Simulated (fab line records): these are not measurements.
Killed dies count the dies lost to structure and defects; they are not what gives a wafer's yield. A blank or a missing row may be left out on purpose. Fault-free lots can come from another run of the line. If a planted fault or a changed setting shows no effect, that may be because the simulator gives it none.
fab line records + flow nand-harc
record
- lots=14
- wafers=40
- last-day=32
route steps=1302 shown A_CHANNEL_FILL_D1@508 A_DECK1_JOINT@518 A_ONON_D2@553 END@1302
lots that met no fault: from a run of the same line without faults
start-h: hours from the record's first day to the start of the lot's first wafer shown + wait-h: how many hours have passed since the lot's step before this one + " repeats the value in the row above + L1.1+2: one row covering several wafers at once + - no value present, or no start provided + * or withheld: withheld + < > ~ a bound
route shown NAME@n: a module of which the file shows steps, and the number in the route of the first + usual: the fault-free wafers' mean and standard deviation + same: alike in all rows + chamber/n: place in a boat + sites: per-site readings + _std_site: standard deviation of those values + _edge_site: inner sites' mean taken away from outer sites' mean + radius-mm: for every site, how far away it sits from the centre of the wafer + mask NAME#n: copy n + behind: tool/chamber where the wafer was last shaped + hold: reason for holding the lot/hours on hold/outcome of the hold + device: the n, p or np transistor that did not switch + end of line: the tests these same wafers got at the end of their route + where a step has no rows: the recipe by itself + killed: dies that structure and defects cost at the first sort, which is not the same as the wafer's yield + map: a wafer's dies, marking killed ones x, the rest . and places with no die _
set.NAME: the run value of the setting; set.NAME@STEP: its run value at that earlier step + model.NAME: the simulator's own value behind a step, which no gauge read
one table for each step of the route and one row for each wafer, over a sample of lots
services: a tool's chamber out of use, with start hour (start-h, from the record's first day; less than 0 if before it), hours out, and reason
## steps
# step NHARC_A_CHANNEL_FILL_D1_ETCHBACK_08
# recipe
- target-depth-a=2200
- time-s=110
- c4f8-flow-sccm=20
- ar-flow-sccm=withheld
- rf-w=600
- bias-w=300
- chemistry=C4F8
# usual
- oes-product-au=0.95/0.039
- rf-vpp-V=441.7/2.2
# same
- time-s=110
| lot.wafer | tool        | chamber | start-h | wait-h | oes-product-au | rf-hours-counter-h | rf-vpp-V |
|-----------|-------------|---------|---------|--------|----------------|--------------------|----------|
| L243.1    | rie-diel-13 | 0       | -       | -      | 1.00           | 6.1                | 439.7    |
| L243.4    | "           | 1       | "       | "      | 1.01           | -                  | 443.3    |
| L243.5    | "           | 3       | "       | "      | 0.99           | -                  | 438.1    |
| L245.4    | rie-diel-13 | 0       | -       | -      | 0.99           | 6.7                | 439.8    |
| L245.2    | "           | 2       | "       | "      | 1.00           | 6.8                | 442.7    |
| L245.5    | "           | 1       | "       | "      | 1.00           | -                  | 440.7    |
| L246.1    | rie-diel-03 | 0       | -       | -      | 0.92           | 7.8                | 443.6    |
| L246.2    | "           | 2       | "       | "      | 0.92           | 7.6                | 442.7    |
| L246.6    | "           | 0       | "       | "      | 0.92           | -                  | 444.7    |
| L247.2    | rie-diel-11 | 2       | -       | -      | 0.98           | 0.8                | 440.5    |
| L247.4    | "           | 0       | "       | "      | 1.00           | 1.0                | 438.6    |
| L247.5    | "           | 3       | "       | "      | 1.01           | -                  | 443.2    |
| L248.1    | rie-diel-11 | 1       | -       | -      | 0.94           | 1.3                | 443.4    |
| L248.2    | "           | 2       | "       | "      | 0.91           | 1.0                | 442.0    |
| L248.6    | "           | 0       | "       | "      | 0.93           | -                  | 439.6    |
| L249.1    | rie-diel-13 | 1       | -       | -      | 0.94           | 9.6                | 442.3    |
| L249.4    | "           | 2       | "       | "      | 0.93           | 8.6                | 441.7    |
| L249.5    | "           | 2       | "       | "      | 0.93           | -                  | 443.3    |
| L250.3    | rie-diel-11 | 2       | -       | -      | 1.00           | 3.0                | 441.8    |
| L250.4    | "           | 1       | "       | "      | 1.01           | 3.2                | 444.9    |
| L250.5    | "           | 3       | "       | "      | 1.00           | -                  | 443.0    |
| L251.3    | rie-diel-03 | 2       | -       | -      | 0.93           | 1.4                | 443.6    |
| L251.4    | "           | 1       | "       | "      | 0.93           | 1.5                | 439.8    |
| L251.6    | "           | 3       | "       | "      | 0.93           | -                  | 439.6    |
| L252.1    | rie-diel-13 | 2       | -       | -      | 0.92           | 12.8               | 444.8    |
| L252.4    | "           | 3       | "       | "      | 0.92           | 12.2               | 438.2    |
| L252.5    | "           | 1       | "       | "      | 0.93           | -                  | 444.0    |
| L253.3    | rie-diel-03 | 3       | -       | -      | 1.00           | 3.4                | 441.5    |
| L253.2    | "           | 0       | "       | "      | 0.97           | 3.6                | 445.6    |
| L253.6    | "           | 3       | "       | "      | 1.00           | -                  | 440.6    |
| L255.2    | rie-diel-03 | 1       | -       | -      | 0.99           | 4.2                | 439.5    |
| L255.3    | "           | 3       | "       | "      | 1.00           | 3.7                | 441.5    |
| L255.1    | "           | 0       | "       | "      | 0.98           | 3.9                | 444.6    |
| L257.4    | rie-diel-11 | 2       | -       | -      | 0.93           | 6.2                | 442.2    |
| L257.2    | "           | 3       | "       | "      | 0.95           | 7.1                | 443.1    |
| L257.5    | "           | 2       | "       | "      | 0.93           | -                  | 442.0    |
| L260.4    | rie-diel-03 | 3       | -       | -      | 0.93           | 5.3                | 441.7    |
| L260.6    | "           | 0       | "       | "      | 0.90           | -                  | 443.5    |
| L264.4    | rie-diel-03 | 3       | -       | -      | 0.93           | 7.6                | 440.8    |
| L264.6    | "           | 0       | "       | "      | 0.91           | -                  | 443.3    |
# step NHARC_A_DECK1_JOINT_ETCHBACK_07
# recipe
- target-depth-a=1050
- time-s=26.9
- hbr-flow-sccm=150
- rf-w=350
- icp-w=350
- bias-w=60
- chemistry=HBr
# usual
- drypump-motor-current-A=5.5/0.5
- oes-product-au=1.005/0.011
- throttle-valve-pct=23.266/0.0085
# same
- time-s=26.9
| lot.wafer | tool      | chamber | start-h | wait-h | drypump-motor-current-A | oes-product-au | rf-hours-counter-h | throttle-valve-pct |
|-----------|-----------|---------|---------|--------|-------------------------|----------------|--------------------|--------------------|
| L243.4    | rie-si-01 | 0       | 250.25  | 0.1    | 6.0                     | 1.003          | 0.3                | 23.255             |
| L243.1    | "         | 3       | "       | "      | 4.9                     | 1.005          | 0.2                | 23.257             |
| L243.5    | "         | 0       | "       | "      | 6.0                     | 0.998          | -                  | 23.278             |
| L245.2    | rie-si-05 | 2       | 265.70  | 0.1    | 5.7                     | 0.998          | 0.7                | 23.263             |
| L245.4    | "         | 3       | "       | "      | 5.2                     | 0.995          | 0.9                | 23.260             |
| L245.5    | "         | 0       | "       | "      | 5.2                     | 1.019          | -                  | 23.264             |
| L246.1    | rie-si-05 | 0       | 276.58  | 0.1    | 5.2                     | 1.023          | 1.1                | 23.275             |
| L246.2    | "         | 1       | "       | "      | 6.2                     | 0.989          | 1.0                | 23.262             |
| L246.6    | "         | 1       | "       | "      | 6.2                     | 0.992          | -                  | 23.278             |
| L247.2    | rie-si-01 | 1       | 286.20  | 0.1    | 5.5                     | 1.017          | 0.6                | 23.267             |
| L247.4    | "         | 3       | "       | "      | 4.9                     | 0.989          | 0.5                | 23.247             |
| L247.5    | "         | 1       | "       | "      | 5.6                     | 1.018          | -                  | 23.268             |
| L248.2    | rie-si-01 | 0       | 297.99  | 0.1    | 6.1                     | 0.997          | 0.6                | 23.257             |
| L248.1    | "         | 3       | "       | "      | 4.9                     | 0.993          | 0.5                | 23.268             |
| L248.6    | "         | 1       | "       | "      | 5.5                     | 1.007          | -                  | 23.258             |
| L249.1    | rie-si-05 | 2       | 304.87  | 0.1    | 5.7                     | 0.985          | 0.9                | 23.260             |
| L249.4    | "         | 3       | "       | "      | 5.2                     | 0.999          | 1.1                | 23.263             |
| L249.5    | "         | 1       | "       | "      | 6.2                     | 1.004          | -                  | 23.257             |
| L250.4    | rie-si-05 | 3       | 318.96  | 0.1    | 5.2                     | 1.004          | 0.0                | 23.269             |
| L250.3    | "         | 2       | "       | "      | 5.7                     | 1.013          | 0.0                | 23.256             |
| L250.5    | "         | 3       | "       | "      | 5.2                     | 0.995          | -                  | 23.258             |
| L251.3    | rie-si-05 | 2       | 328.82  | 0.1    | 5.7                     | 0.997          | 0.0                | 23.250             |
| L251.4    | "         | 1       | "       | "      | 6.2                     | 1.024          | 0.0                | 23.265             |
| L251.6    | "         | 2       | "       | "      | 5.7                     | 1.002          | -                  | 23.268             |
| L252.4    | rie-si-05 | 0       | 348.15  | 0.1    | 5.2                     | 1.014          | 0.2                | 23.259             |
| L252.1    | "         | 2       | "       | "      | 5.7                     | 1.006          | 0.2                | 23.268             |
| L252.5    | "         | 0       | "       | "      | 5.2                     | 1.020          | -                  | 23.278             |
| L253.2    | rie-si-06 | 1       | 351.73  | 0.1    | 6.5                     | 1.020          | 0.6                | 23.256             |
| L253.3    | "         | 2       | "       | "      | 5.2                     | 1.010          | 0.6                | 23.255             |
| L253.6    | "         | 1       | "       | "      | 6.5                     | 1.013          | -                  | 23.282             |
| L255.3    | rie-si-01 | 3       | 357.66  | 0.1    | 4.9                     | 0.988          | 0.9                | 23.269             |
| L255.1    | "         | 1       | "       | "      | 5.5                     | 1.003          | 1.2                | 23.270             |
| L255.2    | "         | 2       | "       | "      | 5.6                     | 1.005          | 1.1                | 23.280             |
| L257.2    | rie-si-06 | 2       | 384.67  | 0.1    | 5.2                     | 1.034          | 0.9                | 23.263             |
| L257.4    | "         | 3       | "       | "      | 4.7                     | 1.005          | 0.8                | 23.271             |
| L257.5    | "         | 2       | "       | "      | 5.2                     | 1.025          | -                  | 23.267             |
| L260.4    | rie-si-05 | 1       | 417.10  | 0.1    | 6.2                     | 1.018          | 0.6                | 23.272             |
| L260.6    | "         | 3       | "       | "      | 5.2                     | 1.017          | -                  | 23.252             |
| L264.4    | rie-si-05 | 2       | 456.21  | 0.1    | 5.7                     | 1.016          | 0.8                | 23.273             |
| L264.6    | "         | 3       | "       | "      | 5.2                     | 1.007          | -                  | 23.264             |
# step NHARC_A_DECK1_JOINT_INSPECT_05
# usual
- raw-defect-count=331/140
| lot.wafer | tool              | chamber | start-h | wait-h | raw-defect-count |
|-----------|-------------------|---------|---------|--------|------------------|
| L243.1    | defect-inspect-01 | -       | 290.34  | 0.0    | 405              |
| L243.4    | "                 | -       | "       | "      | 322              |
| L243.5    | "                 | -       | "       | "      | 472              |
| L245.2    | defect-inspect-01 | -       | 298.03  | 0.0    | 264              |
| L245.4    | "                 | -       | "       | "      | 240              |
| L245.5    | "                 | -       | "       | "      | 301              |
| L246.1    | defect-inspect-01 | -       | 312.28  | 0.0    | 425              |
| L246.2    | "                 | -       | "       | "      | 237              |
| L246.6    | "                 | -       | "       | "      | 332              |
| L247.2    | defect-inspect-02 | -       | 326.42  | 0.0    | 266              |
| L247.4    | "                 | -       | "       | "      | 259              |
| L247.5    | "                 | -       | "       | "      | 211              |
| L248.1    | defect-inspect-02 | -       | 333.95  | 0.0    | 870              |
| L248.2    | "                 | -       | "       | "      | 824              |
| L248.6    | "                 | -       | "       | "      | 503              |
| L249.1    | defect-inspect-02 | -       | 339.39  | 0.0    | 198              |
| L249.4    | "                 | -       | "       | "      | 150              |
| L249.5    | "                 | -       | "       | "      | 233              |
| L250.3    | defect-inspect-01 | -       | 355.05  | 0.0    | 313              |
| L250.4    | "                 | -       | "       | "      | 272              |
| L250.5    | "                 | -       | "       | "      | 136              |
| L251.3    | defect-inspect-02 | -       | 361.76  | 0.0    | 167              |
| L251.4    | "                 | -       | "       | "      | 365              |
| L251.6    | "                 | -       | "       | "      | 166              |
| L252.1    | defect-inspect-02 | -       | 382.62  | 0.0    | 269              |
| L252.4    | "                 | -       | "       | "      | 202              |
| L252.5    | "                 | -       | "       | "      | 306              |
| L253.2    | defect-inspect-02 | -       | 385.63  | 0.0    | 279              |
| L253.3    | "                 | -       | "       | "      | 397              |
| L253.6    | "                 | -       | "       | "      | 220              |
| L255.1    | defect-inspect-02 | -       | 393.46  | 0.0    | 280              |
| L255.2    | "                 | -       | "       | "      | 493              |
| L255.3    | "                 | -       | "       | "      | 218              |
| L257.2    | defect-inspect-02 | -       | 420.32  | 0.0    | 557              |
| L257.4    | "                 | -       | "       | "      | 478              |
| L257.5    | "                 | -       | "       | "      | 336              |
| L260.4    | defect-inspect-02 | -       | 453.46  | 0.0    | 294              |
| L260.6    | "                 | -       | "       | "      | 321              |
| L264.4    | defect-inspect-01 | -       | 487.10  | 0.0    | 423              |
| L264.6    | "                 | -       | "       | "      | 613              |
# step NHARC_A_ONON_D2_DEP_12
# recipe
- target-thk-a=10000
- n2-flow-sccm=2750
- n2o-flow-sccm=2000
- nh3-flow-sccm=500
- sih4-flow-sccm=210
- temp-c=400
| lot.wafer  | tool          | chamber | start-h | wait-h |
|------------|---------------|---------|---------|--------|
| L243.1+4+5 | pecvd-onon-03 | 0       | 292.67  | 0.1    |
| L245.2+4+5 | pecvd-onon-01 | 0       | 300.43  | 0.1    |
| L246.1+2+6 | pecvd-onon-03 | 0       | 314.64  | 0.1    |
| L247.2+4+5 | pecvd-onon-04 | 0       | 328.81  | 0.1    |
| L248.1+2+6 | pecvd-onon-04 | 0       | 336.28  | 0.1    |
| L249.1+4+5 | pecvd-onon-03 | 0       | 341.73  | 0.1    |
| L250.3+4+5 | pecvd-onon-04 | 0       | 357.49  | 0.2    |
| L251.3+4+6 | pecvd-onon-03 | 0       | 364.21  | 0.2    |
| L252.1+4+5 | pecvd-onon-04 | 0       | 384.96  | 0.1    |
| L253.2+3+6 | pecvd-onon-04 | 0       | 388.04  | 0.1    |
| L255.1+2+3 | pecvd-onon-01 | 0       | 395.80  | 0.1    |
| L257.2+4+5 | pecvd-onon-03 | 0       | 422.70  | 0.1    |
| L260.4+6   | pecvd-onon-03 | 0       | 456.00  | 0.2    |
| L264.4+6   | pecvd-onon-03 | 0       | 489.62  | 0.2    |
# step NHARC_A_ONON_D2_THK_MEAS_14
# recipe
- thk-meas-gauge=ellipsometry
# usual
- thk-nm=1004/11
| lot.wafer | tool          | chamber | start-h | wait-h | thk-nm |
|-----------|---------------|---------|---------|--------|--------|
| L243.1    | film-metro-02 | -       | 293.19  | -      | 989    |
| L243.4    | "             | -       | "       | "      | 988    |
| L243.5    | "             | -       | "       | "      | 987    |
| L245.2    | film-metro-02 | -       | 300.88  | -      | 982    |
| L245.4    | "             | -       | "       | "      | 981    |
| L245.5    | "             | -       | "       | "      | 982    |
| L246.1    | film-metro-02 | -       | 315.16  | -      | 1001   |
| L246.2    | "             | -       | "       | "      | 1006   |
| L246.6    | "             | -       | "       | "      | 1003   |
| L247.2    | film-metro-02 | -       | 329.26  | -      | 1016   |
| L247.4    | "             | -       | "       | "      | 1016   |
| L247.5    | "             | -       | "       | "      | 1015   |
| L248.1    | film-metro-01 | -       | 336.79  | -      | 1010   |
| L248.2    | "             | -       | "       | "      | 1008   |
| L248.6    | "             | -       | "       | "      | 1009   |
| L249.1    | film-metro-01 | -       | 342.24  | -      | 993    |
| L249.4    | "             | -       | "       | "      | 994    |
| L249.5    | "             | -       | "       | "      | 993    |
| L250.3    | film-metro-02 | -       | 357.89  | -      | 1003   |
| L250.4    | "             | -       | "       | "      | 1004   |
| L250.5    | "             | -       | "       | "      | 1003   |
| L251.3    | film-metro-01 | -       | 364.60  | -      | 1003   |
| L251.4    | "             | -       | "       | "      | 1003   |
| L251.6    | "             | -       | "       | "      | 1003   |
| L252.1    | film-metro-01 | -       | 385.47  | -      | 1005   |
| L252.4    | "             | -       | "       | "      | 1003   |
| L252.5    | "             | -       | "       | "      | 1002   |
| L253.2    | film-metro-02 | -       | 388.49  | -      | 995    |
| L253.3    | "             | -       | "       | "      | 994    |
| L253.6    | "             | -       | "       | "      | 995    |
| L255.1    | film-metro-01 | -       | 396.35  | -      | 1018   |
| L255.2    | "             | -       | "       | "      | 1018   |
| L255.3    | "             | -       | "       | "      | 1018   |
| L257.2    | film-metro-01 | -       | 423.16  | -      | 993    |
| L257.4    | "             | -       | "       | "      | 992    |
| L257.5    | "             | -       | "       | "      | 993    |
| L260.4    | film-metro-01 | -       | 456.36  | -      | 656    |
| L260.6    | "             | -       | "       | "      | 1024   |
| L264.4    | film-metro-02 | -       | 489.96  | -      | 647    |
| L264.6    | "             | -       | "       | "      | 1015   |
# step NHARC_END_SORT_01
# recipe
- temp-c=25
# usual
- killed-at-array=56/19
- killed-at-other=0.6/1
- killed-at-periphery=3.9/2.7
- killed-dies=61/19
- killed-open=3.3/1.9
- killed-short=2.4/1.7
# same
- gross-dies=677
| lot.wafer | tool      | chamber | start-h | wait-h | killed-at-array | killed-at-other | killed-at-periphery | killed-dies | killed-open | killed-short |
|-----------|-----------|---------|---------|--------|-----------------|-----------------|---------------------|-------------|-------------|--------------|
| L250.3    | prober-02 | 0       | 639.64  | 3.1    | 26              | 0               | 8                   | 34          | 2           | 3            |
| L250.4    | prober-02 | 0       | 640.44  | 3.4    | 27              | 0               | 6                   | 33          | 2           | 0            |
| L250.5    | prober-02 | 0       | 641.23  | 3.7    | 35              | 0               | 2                   | 37          | 5           | 4            |
| L251.3    | prober-01 | 0       | 654.64  | 3.1    | 33              | 0               | 2                   | 35          | 4           | 3            |
| L251.4    | prober-01 | 0       | 655.45  | 3.4    | 25              | 0               | 2                   | 27          | 3           | 1            |
| L251.6    | prober-01 | 0       | 657.07  | 4.0    | 32              | 3               | 2                   | 37          | 4           | 1            |
| L252.1    | prober-02 | 0       | 666.52  | 2.5    | 71              | 2               | 3                   | 76          | 2           | 4            |
| L252.4    | prober-02 | 0       | 668.91  | 3.4    | 87              | 1               | 2                   | 90          | 6           | 5            |
| L252.5    | prober-02 | 0       | 669.71  | 3.7    | 65              | 2               | 2                   | 69          | 2           | 0            |
| L255.2    | prober-02 | 0       | 684.02  | 2.8    | 71              | 0               | 0                   | 71          | 4           | 3            |
| L253.2    | prober-01 | 0       | 684.00  | 2.8    | 38              | 0               | 4                   | 42          | 2           | 0            |
| L253.3    | prober-01 | 0       | 684.80  | 3.1    | 36              | 0               | 4                   | 40          | 6           | 3            |
| L253.6    | prober-01 | 0       | 687.18  | 4.0    | 41              | 0               | 3                   | 44          | 5           | 2            |
| L264.4    | prober-01 | 0       | 773.89  | 3.4    | 670             | 2               | 5                   | 677         | 3           | 0            |
| L264.6    | prober-01 | 0       | 775.49  | 4.0    | 50              | 0               | 3                   | 53          | 5           | 2            |
# killed by level:class
L250.3 A_CHANNEL_HOLE_D2:chamber-film-flake=12 P_GATE:chamber-film-flake=7 A_CHANNEL_HOLE_D1:chamber-film-flake=4 A_WL_FILL:chamber-film-flake=3 P_STI:geometric-particle:open=1 A_ONON_D1:geometric-particle:short=1 A_DECK1_JOINT:geometric-particle:short=1 A_CHANNEL_HOLE_D2:geometric-particle:open=1
L250.4 A_CHANNEL_HOLE_D2:chamber-film-flake=13 P_GATE:chamber-film-flake=5 A_CHANNEL_HOLE_D1:chamber-film-flake=5 A_CHANNEL_FILL_D1:chamber-film-flake=2 A_STAIRCASE:chamber-film-flake=2 A_WL_FILL:chamber-film-flake=2 P_M1:geometric-particle:open=1 A_WL_FILL:geometric-particle:open=1
L250.5 A_CHANNEL_HOLE_D2:chamber-film-flake=9 A_CHANNEL_FILL_D1:chamber-film-flake=4 A_CHANNEL_FILL_D2:geometric-particle:short=3 A_CHANNEL_HOLE_D1:chamber-film-flake=3 A_STAIRCASE:chamber-film-flake=3 P_GATE:chamber-film-flake=2 A_DECK1_JOINT:chamber-film-flake=2 A_WL_FILL:chamber-film-flake=2
L251.3 A_CHANNEL_HOLE_D2:chamber-film-flake=15 A_CHANNEL_HOLE_D1:chamber-film-flake=7 P_CONTACT:geometric-particle:open=2 A_CHANNEL_FILL_D2:chamber-film-flake=2 A_STAIRCASE:chamber-film-flake=2 A_CHANNEL_HOLE_D1:geometric-particle:open=1 A_CHANNEL_HOLE_D1:geometric-particle:short=1 A_CHANNEL_FILL_D1:geometric-particle:short=1
L251.4 A_CHANNEL_HOLE_D2:chamber-film-flake=11 A_CHANNEL_FILL_D2:chamber-film-flake=5 A_DECK1_JOINT:chamber-film-flake=3 P_M1:geometric-particle:open=1 A_CHANNEL_FILL_D2:geometric-particle:open=1 A_WL_FILL:geometric-particle:open=1 A_BLC:geometric-particle:short=1 P_ZERO_WELL:chamber-film-flake=1
L251.6 A_CHANNEL_HOLE_D2:chamber-film-flake=16 A_CHANNEL_FILL_D2:chamber-film-flake=5 A_SLIT:chamber-film-flake=5 A_CHANNEL_HOLE_D1:chamber-film-flake=2 A_CONTACT:chamber-film-flake=2 THIN_TSV:chamber-film-flake=2 P_GATE:geometric-particle:open=1 P_CONTACT:geometric-particle:open=1
L252.1 A_CHANNEL_HOLE_D1:chamber-film-flake=28 A_SLIT:chamber-film-flake=19 A_CHANNEL_HOLE_D2:chamber-film-flake=7 A_CONTACT:chamber-film-flake=5 A_CHANNEL_FILL_D2:geometric-particle:open=2 P_GATE:chamber-film-flake=2 A_DECK1_JOINT:chamber-film-flake=2 A_M1:chamber-film-flake=2
L252.4 A_CHANNEL_HOLE_D1:chamber-film-flake=43 A_SLIT:chamber-film-flake=19 A_CHANNEL_HOLE_D2:chamber-film-flake=8 A_M1:chamber-film-flake=3 A_CHANNEL_FILL_D2:geometric-particle:open=2 A_M1:geometric-particle:open=2 A_CONTACT:chamber-film-flake=2 P_CONTACT:geometric-particle:short=1
L252.5 A_CHANNEL_HOLE_D1:chamber-film-flake=26 A_SLIT:chamber-film-flake=25 A_CHANNEL_HOLE_D2:chamber-film-flake=5 P_CONTACT:geometric-particle:open=2 A_DECK1_JOINT:chamber-film-flake=2 A_CONTACT:chamber-film-flake=2 A_M1:chamber-film-flake=2 THIN_TSV:chamber-film-flake=2
L253.2 A_SLIT:chamber-film-flake=30 A_CHANNEL_HOLE_D1:chamber-film-flake=6 P_GATE:chamber-film-flake=2 P_CONTACT:geometric-particle:open=1 A_CHANNEL_FILL_D2:geometric-particle:open=1 P_ZERO_WELL:chamber-film-flake=1 A_STAIRCASE:chamber-film-flake=1
L255.2 A_CHANNEL_HOLE_D1:chamber-film-flake=29 A_CHANNEL_HOLE_D2:chamber-film-flake=19 A_CONTACT:chamber-film-flake=6 A_M0:chamber-film-flake=3 A_STAIRCASE:chamber-film-flake=3 A_WL_FILL:chamber-film-flake=2 A_SOURCE_PLATE:geometric-particle:short=1 A_CHANNEL_FILL_D1:geometric-particle:open=1
L253.3 A_SLIT:chamber-film-flake=18 A_CHANNEL_HOLE_D1:chamber-film-flake=8 P_GATE:chamber-film-flake=3 A_CHANNEL_FILL_D1:geometric-particle:open=2 A_CONTACT:geometric-particle:open=2 A_SOURCE_PLATE:geometric-particle:short=1 A_DECK1_JOINT:geometric-particle:open=1 A_ONON_D2:geometric-particle:short=1
L253.6 A_SLIT:chamber-film-flake=26 A_CHANNEL_HOLE_D1:chamber-film-flake=5 A_M0:geometric-particle:open=3 A_STAIRCASE:chamber-film-flake=2 A_SOURCE_PLATE:geometric-particle:short=1 A_ONON_D2:geometric-particle:short=1 A_CHANNEL_HOLE_D2:geometric-particle:open=1 A_SGD_CUT:geometric-particle:open=1
L264.4 A_ONON_D2:area-dep=633 A_SLIT:chamber-film-flake=22 A_CONTACT:chamber-film-flake=5 P_STI:chamber-film-flake=4 A_STAIRCASE:chamber-film-flake=4 A_ZERO_WELL:chamber-film-flake=2 THIN_TSV:chamber-film-flake=2 P_CONTACT:geometric-particle:open=1
L264.6 A_SLIT:chamber-film-flake=33 A_CHANNEL_HOLE_D2:chamber-film-flake=4 A_CONTACT:chamber-film-flake=3 A_CHANNEL_FILL_D1:geometric-particle:open=2 P_STI:chamber-film-flake=2 A_CHANNEL_HOLE_D1:chamber-film-flake=2 P_M1:geometric-particle:open=1 A_CHANNEL_FILL_D2:geometric-particle:short=1
## services
| tool          | chamber | start-h | hours | kind   |
|---------------|---------|---------|-------|--------|
| pecvd-onon-03 | -       | 227.00  | 13.0  | pm     |
| rie-si-05     | -       | 229.15  | 0.2   | repair |
| rie-si-06     | -       | 249.00  | 9.0   | pm     |
| rie-diel-13   | -       | 254.43  | 1.1   | repair |
| rie-diel-11   | -       | 255.50  | 9.0   | pm     |
| rie-si-06     | 3       | 267.73  | 5.9   | repair |
| rie-diel-03   | -       | 281.40  | 9.0   | pm     |
| rie-si-01     | 3       | 288.82  | 9.1   | repair |
| rie-si-05     | -       | 305.00  | 9.0   | pm     |
| pecvd-onon-04 | -       | 311.00  | 13.0  | pm     |
| rie-diel-13   | -       | 342.00  | 9.0   | pm     |
| pecvd-onon-03 | -       | 344.37  | 14.3  | repair |
| rie-diel-11   | -       | 344.51  | 5.2   | repair |
| rie-si-01     | -       | 370.00  | 9.0   | pm     |
| pecvd-onon-03 | -       | 408.00  | 13.0  | pm     |
| rie-si-05     | -       | 412.88  | 0.1   | repair |
| rie-diel-11   | 1       | 413.76  | 10.6  | repair |
| rie-diel-13   | -       | 416.05  | 0.4   | repair |
| rie-si-01     | 1       | 422.85  | 35.6  | repair |
| rie-si-05     | 1       | 424.12  | 4.9   | repair |
| rie-diel-11   | -       | 432.50  | 9.0   | pm     |
| rie-diel-03   | -       | 458.40  | 9.0   | pm     |
| rie-diel-03   | 1       | 468.58  | 11.4  | repair |
| rie-si-05     | -       | 482.00  | 9.0   | pm     |
## key
first-sign
- step=NHARC_A_ONON_D2_THK_MEAS_14
- reading=thk-nm
- direction=down
- sigmas=33
- usual=1004
- struck=652
effect
- step=NHARC_END_SORT_01
- reading=killed-dies
- direction=up
- sigmas=33
- usual=61
- struck=677
more-kills-born-at
- NHARC_A_ONON_D2_DEP_12@pecvd-onon-03=633
met-at NHARC_A_ONON_D2_DEP_12
struck-lots L260,L264
struck-wafers L260.4,L264.4
later-rows-left-out L260.4,L264.4
sort-left-out L260.4
tester-left-out L260,L264
not-acting-at NHARC_A_CHANNEL_FILL_D1_ETCHBACK_08,NHARC_A_DECK1_JOINT_ETCHBACK_07,NHARC_A_DECK1_JOINT_INSPECT_05
onset-between 422.70 456.00
fault
- kind=process-parameter-drift
- tool=pecvd-onon-03
- chamber=-
- onset-h=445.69
- steps=NHARC_A_ONON_D2_DEP_12
- channel=target-thk-a
- offset=*
- shape=step
- end-h=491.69
- scope=struck-wafers-only
- acts-in=*
- stated=*
# tester-left-out: of these lots the tester's yield and bins aren't shown, on N5 and GAA mostly nor the transistor test; their killed dies are dies lost to structure and defects alone, not to doping, threshold or leakage, so they don't give the yield
# sort-left-out: the simulated sort isn't trusted on such a fault, so these wafers' sort isn't shown, and their yield isn't known
# later-rows-left-out: the simulator's readings of these wafers behind a module that went badly wrong aren't trusted and aren't shown, but for the sort
